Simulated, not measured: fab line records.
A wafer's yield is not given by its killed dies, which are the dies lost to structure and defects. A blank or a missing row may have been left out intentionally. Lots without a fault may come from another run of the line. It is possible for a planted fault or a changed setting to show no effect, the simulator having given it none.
Split-lot experiment + flow n5 finfet + 7 lots, 21 wafers read, on a route of 1938 steps

SPLIT DETAILS
At N5_BEOL_M0_CUTY_EXPOSE_54 (exposes mask M0 ABLK), the setting dose mj was moved away from the recipe's 36 on 5 of the 21 wafers read, by -6.8% to +6.7%. This setting was run at the recipe's value on the other wafers.

FROM THE SPLIT TO THE READING: what the file shows between them, 2 steps
- N5_BEOL_M0_CUTY_PEB_55: peb time 60 s
- N5_BEOL_M0_CUTY_DEVELOP_56: develop time 30 s

THE READING
Shown in nm: cd nm at N5_BEOL_M0_CUTY_CD_MEAS_57, with target cd 200 nm. A value of 200.1 nm with a standard deviation of 0.88 nm is what fault-free wafers of this fab line usually give.

| wafer  | tool, chamber at the split | dose mj as run | against the recipe | cd nm, nm | against lot-mates on the recipe |
|--------|----------------------------|----------------|--------------------|-----------|---------------------------------|
| L081.3 | arfi scanner-03, 0         | 36             | recipe             | 200.8     | -                               |
| L081.4 | arfi scanner-03, 0         | 36             | recipe             | 201.0     | -                               |
| L081.6 | arfi scanner-03, 0         | 36             | recipe             | 198.8     | -                               |
| L083.2 | arfi scanner-03, 0         | 36             | recipe             | 199.6     | -                               |
| L083.4 | arfi scanner-03, 0         | 36             | recipe             | 199.8     | -                               |
| L083.6 | arfi scanner-03, 0         | 36             | recipe             | 199.2     | -                               |
| L087.2 | arfi scanner-01, 0         | 36             | recipe             | 200.5     | -                               |
| L087.5 | arfi scanner-01, 0         | 36             | recipe             | 200.2     | -                               |
| L087.6 | arfi scanner-01, 0         | 36             | recipe             | 201.4     | -                               |
| L088.1 | arfi scanner-03, 0         | 36             | recipe             | 200.8     | -                               |
| L088.3 | arfi scanner-03, 0         | 36             | recipe             | 198.9     | -                               |
| L088.5 | arfi scanner-03, 0         | 36             | recipe             | 199.0     | -                               |
| L089.1 | arfi scanner-01, 0         | 36             | recipe             | 199.2     | -                               |
| L089.2 | arfi scanner-01, 0         | 36             | recipe             | 199.7     | -                               |
| L089.5 | arfi scanner-01, 0         | 38.34          | +6.5%              | 195.2     | -4.2                            |
| L095.2 | arfi scanner-01, 0         | 38.41          | +6.7%              | 195.1     | -5.3                            |
| L095.3 | arfi scanner-01, 0         | 38.41          | +6.7%              | 196.6     | -3.8                            |
| L095.4 | arfi scanner-01, 0         | 36             | recipe             | 200.4     | -                               |
| L097.3 | arfi scanner-02, 0         | 33.54          | -6.8%              | 205.5     | +4.6                            |
| L097.5 | arfi scanner-02, 0         | 33.54          | -6.8%              | 205.5     | +4.6                            |
| L097.6 | arfi scanner-02, 0         | 36             | recipe             | 200.9     | -                               |

THE FIT
A straight line over all 21 wafers: cd nm changes by -0.722 nm for each +1% of dose mj; r = -0.95; the points scatter about the line by 0.83 nm.
The same after taking each lot's own level away (the mean of its wafers on the recipe; 21 wafers): -0.672 nm for each +1%; r = -0.96; scatter 0.63 nm.
The reading moves by 4.6 nm for the largest change in dose mj, on that fit.
From 199.45 to 200.90 nm: that is the span of the lots' own levels, equal to 1.6 times the standard deviation above.
So the lot-to-lot level changes the slope little: the two slopes agree.
Check: with one of the wafers moved furthest among these (-6.8%) left out of the fit, the line predicts +4.59 nm for it against its lot-mates. It came out at +4.6 nm against them.

THE OTHER SPLITS THESE WAFERS WENT THROUGH
Other splits were also applied to these wafers ahead of the reading. Each is held against what the fit with the lots' levels taken away leaves over:
| other split on the same wafers         | wafers away from the commonest value | r with cd nm (lot level and that fit taken away) |
|----------------------------------------|--------------------------------------|--------------------------------------------------|
| N5_MOL_CONTACT_COAG_ALD_133 ald cycles | 9                                    | +0.16                                            |

FILE'S OWN FIT
cd nm changes by -0.666 nm for each +1% of dose mj, r = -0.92.
